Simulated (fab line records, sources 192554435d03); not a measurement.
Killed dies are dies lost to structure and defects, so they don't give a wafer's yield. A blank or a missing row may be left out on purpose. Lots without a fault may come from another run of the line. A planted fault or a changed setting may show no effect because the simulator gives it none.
fab line records | flow n5_finfet
record lots=4 wafers=11 last_day=19
route steps=1938 shown BEOL_M1@821 BEOL_M2@841 BEOL_M4@1111 PASSIVATION@1936
lots that met no fault: from a run of the same line without faults
start_h: hours from the record's first day to the start of the lot's first wafer shown | wait_h: hours since the lot's step before | " the same as in the row above | L1.1+2: a row that stands for several wafers | - no value, or no start given | * or withheld: withheld | < > ~ a bound
route shown NAME@n: a module of which the file shows steps, and the number in the route of the first | usual: mean/standard deviation of fault-free wafers | same: alike in all rows | chamber/n: place in a boat | sites: the reading at each site | _std_site: their standard deviation | _edge_site: outer sites' mean less inner sites' | radius_mm: how far each site lies from the wafer's centre | mask NAME#n: copy n | behind: the tool/chamber that last shaped the wafer | hold: why the lot was held/for how many hours/how that ended | device: the transistor (n, p or np) that didn't switch | end of line: the same wafers' tests at the end of the route | a step without rows: its recipe alone | killed: dies lost to structure and defects at the first sort, not the wafer's yield | map: a wafer's dies, x killed, . not, _ none there
set.NAME: the setting as run; set.NAME@STEP: as run at that earlier step | model.NAME: the simulator's own value behind a step, which no gauge read
lots at some steps of the route; a table a step, a row a wafer
services: from which hour (start_h, from the record's first day; less than 0 if before it) a tool's chamber was out of use, for how many hours, and why
## steps
# step N5_BEOL_M1_ANNEAL_87
# recipe temp_c=400 time_s=240 ambient=vacuum
# step N5_BEOL_M1_SPUTTER_88
# recipe material=Cu target_thk_a=45 temp_c=-20 chamber_pressure_pa=0.07 power_w=withheld time_s=8.29
# step N5_BEOL_M1_ANNEAL_89
# recipe temp_c=400 time_s=240 ambient=vacuum
# step N5_BEOL_M1_SPUTTER_90
# recipe material=Cu target_thk_a=45 temp_c=-20 chamber_pressure_pa=0.07 power_w=withheld time_s=8.29
# step N5_BEOL_M1_ANNEAL_91
# recipe temp_c=400 time_s=240 ambient=vacuum
# step N5_BEOL_M1_SPUTTER_92
# recipe material=Cu target_thk_a=45 temp_c=-20 chamber_pressure_pa=0.07 power_w=withheld time_s=8.29
# step N5_BEOL_M1_ANNEAL_93
# recipe temp_c=400 time_s=240 ambient=vacuum
# step N5_BEOL_M1_SPUTTER_94
# recipe material=Cu target_thk_a=45 temp_c=-20 chamber_pressure_pa=0.07 power_w=withheld time_s=8.29
# step N5_BEOL_M1_ANNEAL_95
# recipe temp_c=400 time_s=240 ambient=vacuum
# step N5_BEOL_M1_SPUTTER_96
# recipe material=Cu target_thk_a=45 temp_c=-20 chamber_pressure_pa=0.07 power_w=withheld time_s=8.29
# step N5_BEOL_M1_ECD_50
# recipe material=Cu target_thk_a=3000
# step N5_BEOL_M1_ANNEAL_51
# recipe temp_c=225 time_s=90 ambient=N2
# step N5_BEOL_M1_CMP_52
# recipe stop_on=SiOC t_overpolish_s=6.8 down_force_psi=1 platen_rpm=50 clearing_platen_down_force_psi=1.5 clearing_platen_rpm=50 post_cmp_clean=cu_alkaline target_thk_nm=40 clearing_platen_pad_velocity_m_s=0.99484 pad_velocity_m_s=0.99484
# usual barrier_field_endpoint_s=24.7/0.59 motor_current_A=5.9/0.55 overpolish_run_s=6.802/0.0087 slurry_filter_dp_kPa=13.52/0.13 time_to_endpoint_s=63/3.2
# columns lot.wafer tool chamber start_h wait_h barrier_field_endpoint_s motor_current_A overpolish_run_s slurry_filter_dp_kPa time_to_endpoint_s
L951.4 cmp-02 1 159.47 0.1 25.3 5.5 6.791 13.50 64
L951.3 " 3 " " 25.6 6.5 6.796 13.64 67
L956.3 cmp-02 0 182.08 0.2 24.2 5.4 6.799 13.30 62
L956.4 " 1 " " 41.2 5.6 0.038 13.59 81
L956.5 " 1 " " 41.2 5.4 0.042 13.66 81
L957.4 cmp-02 2 189.97 0.2 41.1 5.9 0.047 13.66 81
L957.5 " 3 " " 41.2 6.3 0.034 13.37 80
L957.6 " 0 " " 24.6 5.2 6.802 13.56 64
L971.4 cmp-01 1 281.89 0.1 24.0 6.2 6.804 13.51 60
L971.2 " 0 " " 24.2 6.8 6.791 13.34 60
L971.5 " 2 " " 24.7 5.3 6.799 13.52 64
# step N5_BEOL_M1_THK_MEAS_53
# recipe thk_meas_gauge=xrf reads=Cu_of_BEOL_M1_ECD_50
# usual M1_THK=39.5/1.4
# columns lot.wafer tool chamber start_h wait_h M1_THK[nm]
L951.3 film_metro-02 - 159.77 - 40.6
L951.4 " - " " 41.2
L956.3 film_metro-02 - 182.37 - 37.3
L956.4 " - " " 143.2
L956.5 " - " " 141.3
L957.4 film_metro-01 - 190.16 - 143.9
L957.5 " - " " 152.8
L957.6 " - " " 40.3
L971.2 film_metro-01 - 282.19 - 39.0
L971.4 " - " " 39.2
L971.5 " - " " 41.8
# step N5_BEOL_M1_PRE_CLEAN_60
# recipe gas=NH3/H2 time_s=15 temp_c=* rf_power_w=300
# step N5_BEOL_M1_CO_CAP_55
# recipe material=Co target_thk_a=20 temp_c=200 precursor=CCTBA/H2 pressure_torr=30 time_s=102.1
# step N5_BEOL_M1_PRE_CLEAN_56
# recipe gas=NH3 time_s=15 temp_c=withheld rf_power_w=300
# step N5_BEOL_M1_DEP_57
# recipe material=SiCN target_thk_a=80 temp_c=withheld precursor=3MS/NH3 pressure_torr=3 rf_w=202 time_s=14
# step N5_BEOL_M1_INSPECT_59
# recipe inspect_instrument=darkfield mode=post_dep
# usual raw_defect_count=81/27
# columns lot.wafer tool chamber start_h wait_h raw_defect_count
L951.3 defect_inspect-01 - 160.06 0.0 115
L951.4 " - " " 62
L956.3 defect_inspect-01 - 182.66 0.0 54
L956.4 " - " " 1530
L956.5 " - " " 1580
L957.4 defect_inspect-01 - 190.44 0.0 1533
L957.5 " - " " 1683
L957.6 " - " " 84
L971.2 defect_inspect-02 - 282.48 0.0 96
L971.4 " - " " 76
L971.5 " - " " 100
# step N5_BEOL_M2_ILD_DEP_00
# recipe material=SiOC target_thk_a=790 temp_c=350 precursor=DEMS/O2 pressure_torr=5 rf_w=500 time_s=15.3
# step N5_BEOL_M2_PECVD_72
# recipe material=SiO2 target_thk_a=160 temp_c=400 precursor=TEOS/O2 pressure_torr=5.5 rf_w=450 teos_flow_sccm=53.8 gas=O2 flow_sccm=3000 time_s=18
# step N5_BEOL_M2_HM_DEP_02
# recipe material=TiN target_thk_a=200 temp_c=25 chamber_pressure_pa=0.49996
# step N5_BEOL_M2_COAT_61
# recipe resist=SOC temp_c=250 time_s=60 spin_rpm=1500 resist_thk_nm=60
# step N5_BEOL_M2_COAT_62
# recipe resist=SiARC temp_c=220 time_s=60 spin_rpm=1500 resist_thk_nm=12
# step N5_BEOL_M2_COAT_73
# recipe resist=underlayer temp_c=205 time_s=60 spin_rpm=1500 resist_thk_nm=5
# step N5_BEOL_M2_COAT_05
# recipe resist=CAR-EUV spin_rpm=1500 resist_thk_nm=30
# step N5_BEOL_M2_EBR_07
# recipe solvent=PGMEA ebr_width_mm=1.5
# step N5_BEOL_M2_SOFTBAKE_06
# recipe temp_c=110 time_s=60 resist=CAR-EUV
# step N5_BEOL_M2_EXPOSE_08
# recipe mask_id=M2 na=0.33 source_shape=dipole sigma_inner=0.369 sigma_outer=0.767 polarization=unpolarized dose_mj=41.25
# step N5_BEOL_M2_PEB_09
# recipe peb_temp_c=100 peb_time_s=60 resist=CAR-EUV
# step N5_BEOL_M2_DEVELOP_10
# recipe develop_time_s=30 developer=TMAH resist=CAR-EUV rinse_liquid=surfactant_rinse dry=air_spin dev_temp_c=23
# step N5_BEOL_M2_DESCUM_16
# recipe chemistry=O2 time_s=7 source_power_w=50 bias_power_w=20 pressure_mtorr=20 rf_frequency_hz=2.712e+07 temp_c=40 resist=CAR-EUV o2_flow_sccm=225
# step N5_BEOL_M2_ETCH_74
# recipe chemistry=N2/H2 target=underlayer target_depth_a=65 mask_material=CAR-EUV time_s=5.2 ion_energy_ev=200 pressure_mtorr=30 source_w=840 bias_w=150 n2_flow_sccm=200 h2_flow_sccm=200 ends=cleared
# step N5_BEOL_M2_ETCH_63
# recipe chemistry=CF4 target=SiARC target_depth_a=156 mask_material=CAR-EUV time_s=26 ion_energy_ev=80 pressure_mtorr=40 source_w=545 bias_w=36 Ar_flow_sccm=100 cf4_flow_sccm=100 ends=cleared
# step N5_BEOL_M2_ETCH_64
# recipe chemistry=N2/H2 target=SOC target_depth_a=750 overetch_a=225 mask_material=SiARC temp_c=40 time_s=121.9 ion_energy_ev=200 pressure_mtorr=30 source_w=840 bias_w=150 n2_flow_sccm=200 h2_flow_sccm=200
# step N5_BEOL_M2_STRIP_65
# recipe chemistry=N2/H2 temp_c=40 n2_flow_sccm=200 h2_flow_sccm=200 rf_frequency_hz=6e+07
# step N5_BEOL_M2_STRIP_75
# recipe chemistry=N2/H2 temp_c=40 n2_flow_sccm=200 h2_flow_sccm=200 rf_frequency_hz=6e+07
# step N5_BEOL_M4_RC_MEAS_101
# usual DIBL_N=36.0/1.6 DIBL_P=35.8/2 IOFF_N=0.152/0.03 IOFF_P=0.20/0.031 ION_N=670/12 ION_P=459/7.4 SS_N=71.5/0.56 SS_P=73.2/0.64 VT_N=251/3.5 VT_P=-252/3.3
# columns lot.wafer tool chamber start_h wait_h DIBL_N[mV/V] DIBL_P[mV/V] IOFF_N[nA/um] IOFF_P[nA/um] ION_N[uA/um] ION_P[uA/um] SS_N[mV/dec] SS_P[mV/dec] VT_N[mV] VT_P[mV]
L951.3 prober-01 0 214.96 0.3 36.2 36.7 0.183 0.22 682 460 71.4 74.0 245 -252
L951.4 " 0 " " 36.0 36.4 0.176 0.21 681 462 71.8 73.7 248 -251
L956.3 prober-01 0 246.25 0.3 37.4 37.2 0.158 0.20 676 463 72.6 73.1 250 -253
L957.6 prober-01 0 247.79 0.8 35.5 36.4 0.144 0.20 664 458 71.2 73.3 251 -252
L971.2 prober-02 0 347.50 0.2 35.4 35.4 0.139 0.17 673 456 71.5 73.4 251 -254
L971.4 " 0 " " 36.3 36.9 0.164 0.20 669 458 72.8 73.4 249 -254
L971.5 " 0 " " 34.5 35.0 0.131 0.18 656 457 71.9 72.6 251 -253
# step N5_PASSIVATION_PROBE_49
# usual defect_limited_yield=91.6/1.4 killed_at_M0_to_M3=33/10 killed_at_M4_up=13/5.3 killed_at_contacts=13/5.9 killed_at_front_end=36/12 killed_at_other=4/3.1 killed_dies=99/16 killed_on_rim=13/4.2 killed_open=65/13 killed_short=32/7.3 sort_bin_5_function=4.9/0.9 sort_bin_6_memory=3.1/0.66 sort_n_pass=1081/17 sort_yield_pct=91.6/1.4
# same gross_dies=1180 killed_at_back_side=0 sort_bin_4_leakage[%]=0 sort_bin_8_speed[%]=0
# columns lot.wafer tool chamber start_h wait_h defect_limited_yield[%] killed_at_M0_to_M3 killed_at_M4_up killed_at_contacts killed_at_front_end killed_at_other killed_dies killed_on_rim killed_open killed_short sort_bin_5_function[%] sort_bin_6_memory[%] sort_n_pass sort_yield_pct[%]
L951.3 prober-01 - 321.11 0.1 91.8 39 9 18 26 5 97 6 61 36 5.0 2.9 1083 91.8
L951.4 prober-01 - 321.16 0.2 93.6 26 5 18 26 1 76 12 52 24 3.5 2.8 1104 93.6
L956.3 prober-01 - 349.45 0.1 89.7 59 17 11 29 5 121 16 66 49 5.9 4.1 1059 89.7
L956.4 prober-01 - 349.50 0.2 0 1128 14 14 22 2 1180 152 73 22 5.1 2.8 0 0
L956.5 prober-01 - 349.55 0.2 0 1128 19 5 26 2 1180 152 57 21 4.7 1.9 0 0
L957.4 prober-01 - 350.17 0.2 0 1089 12 33 45 1 1180 152 85 34 6.2 3.6 0 0
L957.5 prober-01 - 350.22 0.2 0 1104 15 19 39 3 1180 152 64 35 4.7 3.2 0 0
L957.6 prober-01 - 350.27 0.3 92.7 28 21 10 27 0 86 8 55 28 4.7 2.3 1094 92.7
L971.2 prober-01 - 447.81 0.1 91.6 50 12 12 20 5 99 11 67 28 5.4 2.4 1081 91.6
L971.4 prober-01 - 447.91 0.2 91.7 30 16 29 17 6 98 11 73 24 4.7 3.5 1082 91.7
L971.5 prober-01 - 447.96 0.2 93.0 29 17 16 17 4 83 7 68 15 4.3 2.7 1097 93.0
# killed by level:class
L951.3 MOL_CONTACT_COAG:geometric_particle:open=16 BEOL_M0_SAQP:geometric_particle:short=14 BEOL_M0_SAQP:geometric_particle:open=11 STI_FIN_REVEAL:geometric_particle:open=6 DUMMY_GATE:geometric_particle:open=6 BEOL_M1:geometric_particle:open=4 BEOL_M2:geometric_particle:open=4 FIN_SAQP:geometric_particle:short=3
L951.4 MOL_CONTACT_COAG:geometric_particle:open=15 BEOL_M2:geometric_particle:open=7 BEOL_M0_SAQP:geometric_particle:short=7 BEOL_M0_SAQP:geometric_particle:open=6 GATE_CUT:geometric_particle:short=5 DUMMY_GATE:geometric_particle:open=4 BEOL_M1:geometric_particle:open=4 FIN_SAQP:geometric_particle:open=3
L956.3 BEOL_M0_SAQP:geometric_particle:open=16 BEOL_M0_SAQP:geometric_particle:short=15 MOL_CONTACT_COAG:geometric_particle:open=10 BEOL_M4:geometric_particle:open=7 BEOL_M2:geometric_particle:open=7 BEOL_M1:geometric_particle:open=6 STARTING-WAFER:geometric_particle:open=5 GATE_CUT:geometric_particle:short=4
L956.4 BEOL_M1:area_cmp=1084 BEOL_M0_SAQP:geometric_particle:open=12 BEOL_M3:geometric_particle:open=11 MOL_CONTACT_COAG:geometric_particle:open=10 BEOL_M1:geometric_particle:open=8 STI_FIN_REVEAL:geometric_particle:open=6 BEOL_M2:geometric_particle:open=6 BEOL_M4:geometric_particle:open=6
L956.5 BEOL_M1:area_cmp=1100 BEOL_M1:geometric_particle:open=11 BEOL_M4:geometric_particle:open=6 MOL_CONTACT_COAG:geometric_particle:open=5 BEOL_M2:geometric_particle:open=5 BEOL_M8:geometric_particle:open=5 STI_FIN_REVEAL:geometric_particle:open=4 DUMMY_GATE:geometric_particle:open=4
L957.4 BEOL_M1:area_cmp=1061 MOL_CONTACT_COAG:geometric_particle:open=24 STI_FIN_REVEAL:geometric_particle:open=14 MOL_CONTACT_COAG:geometric_particle:short=9 BEOL_M0_SAQP:geometric_particle:open=8 BEOL_M2:geometric_particle:open=8 GATE_CUT:geometric_particle:short=6 BEOL_M4:geometric_particle:open=6
L957.5 BEOL_M1:area_cmp=1081 MOL_CONTACT_COAG:geometric_particle:open=15 FIN_SAQP:geometric_particle:short=11 BEOL_M4:geometric_particle:open=11 STI_FIN_REVEAL:geometric_particle:open=8 BEOL_M0_SAQP:geometric_particle:open=5 BEOL_M3:geometric_particle:open=5 STARTING-WAFER:geometric_particle:open=5
L957.6 BEOL_M4:geometric_particle:open=9 MOL_CONTACT_COAG:geometric_particle:open=8 BEOL_M0_SAQP:geometric_particle:short=6 BEOL_M0:geometric_particle:short=6 BEOL_M2:geometric_particle:open=6 STI_FIN_REVEAL:geometric_particle:open=5 BEOL_M0_SAQP:geometric_particle:open=5 FIN_SAQP:geometric_particle:short=4
L971.2 MOL_CONTACT_COAG:geometric_particle:open=11 BEOL_M3:geometric_particle:open=11 BEOL_M0_SAQP:geometric_particle:short=9 BEOL_M1:geometric_particle:open=7 BEOL_M2:geometric_particle:open=7 FIN_SAQP:geometric_particle:open=6 BEOL_M0_SAQP:geometric_particle:open=5 GATE_CUT:geometric_particle:short=3
L971.4 MOL_CONTACT_COAG:geometric_particle:open=23 BEOL_M2:geometric_particle:open=10 BEOL_M4:geometric_particle:open=7 MOL_CONTACT_COAG:geometric_particle:short=6 BEOL_M3:geometric_particle:open=6 DUMMY_GATE:geometric_particle:open=5 DUMMY_GATE:geometric_particle:short=4 PASS1_CAP:geometric_particle:open=4
L971.5 MOL_CONTACT_COAG:geometric_particle:open=13 BEOL_M4:geometric_particle:open=10 BEOL_M0_SAQP:geometric_particle:open=8 STI_FIN_REVEAL:geometric_particle:open=6 BEOL_M3:geometric_particle:open=6 BEOL_M0_SAQP:geometric_particle:short=5 BEOL_M5:geometric_particle:open=5 GATE_CUT:geometric_particle:open=3
# map L956.4 (x killed, . not)
_________________xxxxxxxxxxxx________________
______________xxxxxxxxxxxxxxxxxx_____________
___________xxxxxxxxxxxxxxxxxxxxxxxx__________
__________xxxxxxxxxxxxxxxxxxxxxxxxxx_________
________xxxxxxxxxxxxxxxxxxxxxxxxxxxxxx_______
_______xxxxxxxxxxxxxxxxxxxxxxxxxxxxxxxx______
______xxxxxxxxxxxxxxxxxxxxxxxxxxxxxxxxxx_____
_____xxxxxxxxxxxxxxxxxxxxxxxxxxxxxxxxxxxx____
____xxxxxxxxxxxxxxxxxxxxxxxxxxxxxxxxxxxxxx___
___xxxxxxxxxxxxxxxxxxxxxxxxxxxxxxxxxxxxxxxx__
___xxxxxxxxxxxxxxxxxxxxxxxxxxxxxxxxxxxxxxxx__
__xxxxxxxxxxxxxxxxxxxxxxxxxxxxxxxxxxxxxxxxxx_
__xxxxxxxxxxxxxxxxxxxxxxxxxxxxxxxxxxxxxxxxxx_
_xxxxxxxxxxxxxxxxxxxxxxxxxxxxxxxxxxxxxxxxxxxx
_xxxxxxxxxxxxxxxxxxxxxxxxxxxxxxxxxxxxxxxxxxxx
_xxxxxxxxxxxxxxxxxxxxxxxxxxxxxxxxxxxxxxxxxxxx
_xxxxxxxxxxxxxxxxxxxxxxxxxxxxxxxxxxxxxxxxxxxx
_xxxxxxxxxxxxxxxxxxxxxxxxxxxxxxxxxxxxxxxxxxxx
_xxxxxxxxxxxxxxxxxxxxxxxxxxxxxxxxxxxxxxxxxxxx
_xxxxxxxxxxxxxxxxxxxxxxxxxxxxxxxxxxxxxxxxxxxx
_xxxxxxxxxxxxxxxxxxxxxxxxxxxxxxxxxxxxxxxxxxxx
__xxxxxxxxxxxxxxxxxxxxxxxxxxxxxxxxxxxxxxxxxx_
__xxxxxxxxxxxxxxxxxxxxxxxxxxxxxxxxxxxxxxxxxx_
___xxxxxxxxxxxxxxxxxxxxxxxxxxxxxxxxxxxxxxxx__
___xxxxxxxxxxxxxxxxxxxxxxxxxxxxxxxxxxxxxxxx__
____xxxxxxxxxxxxxxxxxxxxxxxxxxxxxxxxxxxxxx___
_____xxxxxxxxxxxxxxxxxxxxxxxxxxxxxxxxxxxx____
______xxxxxxxxxxxxxxxxxxxxxxxxxxxxxxxxxx_____
_______xxxxxxxxxxxxxxxxxxxxxxxxxxxxxxxx______
________xxxxxxxxxxxxxxxxxxxxxxxxxxxxxx_______
__________xxxxxxxxxxxxxxxxxxxxxxxxxx_________
___________xxxxxxxxxxxxxxxxxxxxxxxx__________
______________xxxxxxxxxxxxxxxxxx_____________
_________________xxxxxxxxxxxx________________
# map L957.4 (x killed, . not)
_________________xxxxxxxxxxxx________________
______________xxxxxxxxxxxxxxxxxx_____________
___________xxxxxxxxxxxxxxxxxxxxxxxx__________
__________xxxxxxxxxxxxxxxxxxxxxxxxxx_________
________xxxxxxxxxxxxxxxxxxxxxxxxxxxxxx_______
_______xxxxxxxxxxxxxxxxxxxxxxxxxxxxxxxx______
______xxxxxxxxxxxxxxxxxxxxxxxxxxxxxxxxxx_____
_____xxxxxxxxxxxxxxxxxxxxxxxxxxxxxxxxxxxx____
____xxxxxxxxxxxxxxxxxxxxxxxxxxxxxxxxxxxxxx___
___xxxxxxxxxxxxxxxxxxxxxxxxxxxxxxxxxxxxxxxx__
___xxxxxxxxxxxxxxxxxxxxxxxxxxxxxxxxxxxxxxxx__
__xxxxxxxxxxxxxxxxxxxxxxxxxxxxxxxxxxxxxxxxxx_
__xxxxxxxxxxxxxxxxxxxxxxxxxxxxxxxxxxxxxxxxxx_
_xxxxxxxxxxxxxxxxxxxxxxxxxxxxxxxxxxxxxxxxxxxx
_xxxxxxxxxxxxxxxxxxxxxxxxxxxxxxxxxxxxxxxxxxxx
_xxxxxxxxxxxxxxxxxxxxxxxxxxxxxxxxxxxxxxxxxxxx
_xxxxxxxxxxxxxxxxxxxxxxxxxxxxxxxxxxxxxxxxxxxx
_xxxxxxxxxxxxxxxxxxxxxxxxxxxxxxxxxxxxxxxxxxxx
_xxxxxxxxxxxxxxxxxxxxxxxxxxxxxxxxxxxxxxxxxxxx
_xxxxxxxxxxxxxxxxxxxxxxxxxxxxxxxxxxxxxxxxxxxx
_xxxxxxxxxxxxxxxxxxxxxxxxxxxxxxxxxxxxxxxxxxxx
__xxxxxxxxxxxxxxxxxxxxxxxxxxxxxxxxxxxxxxxxxx_
__xxxxxxxxxxxxxxxxxxxxxxxxxxxxxxxxxxxxxxxxxx_
___xxxxxxxxxxxxxxxxxxxxxxxxxxxxxxxxxxxxxxxx__
___xxxxxxxxxxxxxxxxxxxxxxxxxxxxxxxxxxxxxxxx__
____xxxxxxxxxxxxxxxxxxxxxxxxxxxxxxxxxxxxxx___
_____xxxxxxxxxxxxxxxxxxxxxxxxxxxxxxxxxxxx____
______xxxxxxxxxxxxxxxxxxxxxxxxxxxxxxxxxx_____
_______xxxxxxxxxxxxxxxxxxxxxxxxxxxxxxxx______
________xxxxxxxxxxxxxxxxxxxxxxxxxxxxxx_______
__________xxxxxxxxxxxxxxxxxxxxxxxxxx_________
___________xxxxxxxxxxxxxxxxxxxxxxxx__________
______________xxxxxxxxxxxxxxxxxx_____________
_________________xxxxxxxxxxxx________________
## services
# columns tool chamber start_h hours kind
cmp-01 - 232.11 4.0 pm
cmp-02 - 233.10 2.4 repair
cmp-01 - 236.11 - consumable_replace:conditioner
cmp-01 - 236.11 - consumable_replace:pad
cmp-02 - 237.39 0.2 repair
cmp-01 - 275.76 1.8 repair
## key
first_sign step=N5_BEOL_M1_CMP_52 reading=overpolish_run_s direction=down sigmas=99+ usual=6.802 struck=0.040
effect step=N5_BEOL_M1_CMP_52 reading=barrier_field_endpoint_s direction=up sigmas=28 usual=24.7 struck=41.2
effect step=N5_BEOL_M1_THK_MEAS_53 reading=M1_THK direction=up sigmas=74 usual=39.5 struck=145.3
effect step=N5_BEOL_M1_INSPECT_59 reading=raw_defect_count direction=up sigmas=56 usual=81 struck=1582
effect step=N5_PASSIVATION_PROBE_49 reading=killed_at_M0_to_M3 direction=up sigmas=99+ usual=33 struck=1112
more_kills_born_at N5_BEOL_M1_CMP_52@cmp-02=4326
met_at N5_BEOL_M1_CMP_52
struck_wafers L956.4,L956.5,L957.4,L957.5
later_rows_left_out L956.4,L956.5,L957.4,L957.5
onset_between 159.47 182.08
fault kind=process_parameter_drift tool=cmp-02 chamber=- onset_h=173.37 steps=N5_BEOL_M1_CMP_52 channel=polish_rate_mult offset=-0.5 shape=step end_h=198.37 scope=struck_wafers_only
# later_rows_left_out: the simulator's readings of these wafers behind a module that went badly wrong aren't trusted and aren't shown, but for the sort
